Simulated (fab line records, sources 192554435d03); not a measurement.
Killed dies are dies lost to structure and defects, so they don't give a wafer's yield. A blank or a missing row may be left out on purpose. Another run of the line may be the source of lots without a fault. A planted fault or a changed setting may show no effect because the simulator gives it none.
Chamber matching :: flow n5_finfet :: rie_diel-05 running N5_FIN_SAQP_HM_OPEN_33: 4 sister chambers
The step chemistry CH3F/O2, target SiNx, target depth 49.4 nm, time 70.6 s. 4 wafers are shown with their chamber, then 8 later ones without.

WAFERS, EACH WITH ITS CHAMBER
wafer: L085.3
chamber: 3
drypump_motor_current_A (A): 6.1

wafer: L085.5
chamber: 1
drypump_motor_current_A (A): 6.0

wafer: L085.6
chamber: 0
drypump_motor_current_A (A): 5.5

wafer: L087.1
chamber: 2
drypump_motor_current_A (A): 5.9

WAFERS WHOSE CHAMBER IS MISSING
wafer: L087.3
drypump_motor_current_A (A): 6.0

wafer: L087.4
drypump_motor_current_A (A): 5.5

wafer: L092.3
drypump_motor_current_A (A): 5.6

wafer: L092.4
drypump_motor_current_A (A): 5.9

wafer: L092.5
drypump_motor_current_A (A): 5.9

wafer: L093.1
drypump_motor_current_A (A): 6.1

wafer: L093.4
drypump_motor_current_A (A): 5.9

wafer: L093.6
drypump_motor_current_A (A): 5.6

WHICH CHAMBER EACH ONE RAN IN
wafer: L087.3
from the rows above: 1
in truth: 1

wafer: L087.4
from the rows above: 0
in truth: 0

wafer: L092.3
from the rows above: 0
in truth: 0

wafer: L092.4
from the rows above: 2
in truth: 2

wafer: L092.5
from the rows above: 2
in truth: 2

wafer: L093.1
from the rows above: 3
in truth: 3

wafer: L093.4
from the rows above: 2
in truth: 2

wafer: L093.6
from the rows above: 0
in truth: 0
Correct placement for 8 of the 8. From these rows, 0 cannot be placed. Wrongly placed: 0.
How it was worked out, from the rows above alone: a wafer's distance from a chamber is the root of the sum, over the readings, of the square of ((its reading less the chamber's mean) divided by the reading's scatter). If the next closest chamber is less than 2 further off than the closest, the wafer can't be placed; otherwise it belongs to the closest. Each chamber's mean is taken over the wafers shown for it. The scatter: root of mean squared gap, hidden wafer to nearest shown wafer, with one shown wafer a chamber.
